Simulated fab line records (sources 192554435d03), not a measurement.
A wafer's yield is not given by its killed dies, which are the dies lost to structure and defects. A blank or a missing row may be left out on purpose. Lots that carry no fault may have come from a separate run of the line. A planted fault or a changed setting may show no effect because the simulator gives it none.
One fault seen from 3 desks :: flow n5-finfet :: what lay behind the numbers comes last; until then each desk has only its own

== AT THE METROLOGY DESK ==
Means of the sampled wafers that have a number, per lot and without regard to the tool the lot ran on: this is what the gauges read. Marked OUT: a lot whose mean sits more than 4 standard deviations from the usual mean, which makes it out of limits; the brackets give that distance.
Columns: A = cd-nm at N5_BEOL_M5_CD_MEAS_18, usual 28.0 nm; B = cd-nm at N5_BEOL_M5_CD_MEAS_28, usual 30.60 nm; C = V4_OVL at N5_BEOL_M5_OVL_MEAS_29, usual 0.8 nm
lot: L510
first seen here: day 10 15:27
A: 27.7
B: 30.65
C: -0.4

lot: L514
first seen here: day 11 06:29
A: 28.1
B: 30.60
C: 1.8

lot: L517
first seen here: day 12 03:21
A: 28.1
B: 30.83
C: -0.5

lot: L520
first seen here: day 12 06:34
A: 28.1
B: 30.36
C: 0.3

lot: L522
first seen here: day 13 02:10
A: 28.2
B: 30.34
C: 0.3

lot: L526
first seen here: day 14 09:45
A: 27.6
B: 30.59
C: 1.2
Finding of this desk: none of the 6 lots has anything out of limits.

== THE TOOL OWNER'S DESK: litho-track-03 ==
The tool's own readings at N5_BEOL_M5_COAT_22 (resist thk 30 nm): means of the sampled wafers that have a number, for each lot that ran on this tool. Marked OUT: a lot whose mean sits more than 4 standard deviations from the usual mean, which makes it out of limits; the brackets give that distance.
Columns: A = spin-speed-rpm at N5_BEOL_M5_COAT_22, usual 1500.0 rpm
lot: L510
first seen here: day 10 15:29
A: 1500.2

lot: L514
first seen here: day 11 07:40
A: 1734.7 (+99 or more) OUT

lot: L517
first seen here: day 12 03:54
A: 1734.8 (+99 or more) OUT
This desk's finding: out of limits on L514, L517; first on L514, day 11 07:40 (spin-speed-rpm at N5_BEOL_M5_COAT_22). Within limits: L510.

== THE DEFECT DESK ==
Per lot, the means of the sampled wafers with a number show what the inspections along the route counted. Marked OUT: a lot whose mean sits more than 4 standard deviations from the usual mean, which makes it out of limits; the brackets give that distance.
Columns: A = raw-defect-count at N5_BEOL_M5_INSPECT_30, usual 397
lot: L510
first seen here: day 10 15:52
A: 392

lot: L514
first seen here: day 11 08:02
A: 399

lot: L517
first seen here: day 12 04:16
A: 395

lot: L520
first seen here: day 12 09:46
A: 327

lot: L522
first seen here: day 13 03:31
A: 325

lot: L526
first seen here: day 14 11:05
A: 355
Finding of this desk: none of the 6 lots has anything out of limits.

== ALL TOGETHER ==
An alarm could have come from the tool owner's desk at day 11 07:40, on L514, L517.
From the metrology desk's view, nothing was out of limits.
No out-of-limits result turned up at the defect desk.
The metrology desk has L514, L517 on record, within its limits.
The defect desk has L514, L517 on record, within its limits.
The lots listed all ran N5_BEOL_M5_COAT_22 on litho-track-03.

== WHAT THE SIMULATOR HAD PUT IN ==
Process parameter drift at N5_BEOL_M5_COAT_22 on litho-track-03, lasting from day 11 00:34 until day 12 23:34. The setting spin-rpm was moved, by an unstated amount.
Struck lots among those shown: L514, L517.
Delay in hours, fault start to first out-of-limits reading, by desk: the tool owner's desk at 7.
